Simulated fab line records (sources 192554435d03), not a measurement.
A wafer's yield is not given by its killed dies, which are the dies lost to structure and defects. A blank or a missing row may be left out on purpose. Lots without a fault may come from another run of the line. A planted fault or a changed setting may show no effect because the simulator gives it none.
One fault through the eyes of 3 desks | flow n5-finfet | what lay behind the numbers comes last; until then each desk has only its own

## FOR THE TOOL OWNER'S DESK: laser-anneal-02
Per lot that ran on this tool, the mean of the sampled wafers carrying a number, from the tool's own readings at N5_SD_ACTIVATION_LSA_01 (time 0.0008 s). If a lot's mean is further than 4 standard deviations from the usual mean, the lot is out of limits and carries the mark OUT (the distance appears in the brackets).
Columns: A = wafer_temp_C_max at N5_SD_ACTIVATION_LSA_01, usual 1086.3
lot  | first seen here | A
L605 | day 3 15:10     | 1087.7
L609 | day 4 14:50     | 1086.2
L611 | day 5 02:20     | 1087.0
L614 | day 6 02:03     | 1106.2 (+17) OUT
L615 | day 6 09:47     | 1106.3 (+17) OUT
L625 | day 8 17:37     | 1086.7
L626 | day 8 23:04     | 1086.5
L627 | day 9 10:47     | 1086.0
This desk finds L614, L615 out of limits, L614 being first, at day 6 02:03 (wafer_temp_C_max at N5_SD_ACTIVATION_LSA_01). L605, L609, L611, L625, L626, L627: within limits.

## THE DEFECT DESK
Lot by lot, what the route's inspections counted, given as the mean of those sampled wafers with a number. If a lot's mean is further than 4 standard deviations from the usual mean, the lot is out of limits and carries the mark OUT (the distance appears in the brackets).
Columns: A = raw-defect-count at N5_SD_EPI_N_INSPECT_26, usual 209
lot  | first seen here | A
L605 | day 3 10:41     | 229
L606 | day 3 17:23     | 176
L609 | day 4 10:28     | 166
L610 | day 4 18:15     | 227
L611 | day 4 21:43     | 241
L614 | day 5 21:25     | 279
L615 | day 6 05:22     | 265
L625 | day 8 12:16     | 205
L626 | day 8 17:19     | 164
L627 | day 9 06:19     | 165
Result from this desk: across the 10 lots, nothing is out of limits.

## THE METROLOGY DESK
Means of the sampled wafers that have a number, per lot and without regard to the tool the lot ran on: this is what the gauges read. If a lot's mean is further than 4 standard deviations from the usual mean, the lot is out of limits and carries the mark OUT (the distance appears in the brackets). 7 of its 14 readings are shown: the first one out of limits and those lying furthest out on some lot.
Columns: A = RS_SD_N at N5_SD_ACTIVATION_RS_MEAS_03, usual 21.94 ohm/sq; B = IOFF_P at N5_BEOL_M4_RC_MEAS_101, usual 0.21 nA/um; C = ION_N at N5_BEOL_M4_RC_MEAS_101, usual 674 uA/um; D = ION_P at N5_BEOL_M4_RC_MEAS_101, usual 460 uA/um; E = RS_SD_N at N5_BEOL_M4_RC_MEAS_101, usual 28.4 ohm/sq; F = SS_P at N5_BEOL_M4_RC_MEAS_101, usual 73.4 mV/dec; G = VT_P at N5_BEOL_M4_RC_MEAS_101, usual -250 mV
lot  | first seen here | A                | B    | C   | D   | E               | F    | G
L605 | day 3 15:21     | 21.51            | 0.18 | 671 | 452 | 28.1            | 73.4 | -253
L606 | day 3 22:08     | 21.66            | 0.21 | 665 | 454 | 28.0            | 74.1 | -252
L609 | day 4 15:01     | 22.37            | 0.21 | 669 | 459 | 28.9            | 73.5 | -249
L610 | day 4 23:05     | 21.87            | 0.22 | 685 | 467 | 28.1            | 73.3 | -249
L611 | day 5 02:31     | 21.85            | 0.26 | 696 | 482 | 28.2            | 73.5 | -243
L614 | day 6 02:16     | 19.40 (-9.1) OUT | -    | -   | -   | -               | -    | -
L615 | day 6 09:59     | 19.88 (-7.3) OUT | 0.24 | 688 | 469 | 26.0 (-5.9) OUT | 73.5 | -248
L625 | day 8 17:50     | 22.32            | 0.23 | 674 | 466 | 29.1            | 73.1 | -246
L626 | day 8 23:15     | 21.96            | 0.23 | 664 | 460 | 28.7            | 73.4 | -249
L627 | day 9 10:59     | 22.20            | 0.20 | 661 | 454 | 29.0            | 72.3 | -251
This desk's finding: out of limits on L614, L615; first on L614, day 6 02:16 (RS_SD_N at N5_SD_ACTIVATION_RS_MEAS_03). L605, L606, L609, L610, L611, L625, L626, L627: within limits.

## TAKEN TOGETHER
At day 6 02:03, on L614, L615, the tool owner's desk was in a position to raise an alarm.
Metrology desk: alarm possible at day 6 02:16 on L614, L615.
Nothing the defect desk looked at was out of limits.
The defect desk has L614, L615 on record, within its limits.
Of the lots named, all ran N5_SD_ACTIVATION_LSA_01 on laser-anneal-02.

## WHAT THE SIMULATOR HAD PUT IN
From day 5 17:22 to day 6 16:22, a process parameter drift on laser-anneal-02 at N5_SD_ACTIVATION_LSA_01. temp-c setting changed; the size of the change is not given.
Shown lots that were struck: L614, L615.
Time in hours from fault onset to the first out-of-limits reading at each desk: tool owner's desk 9, metrology desk 9.
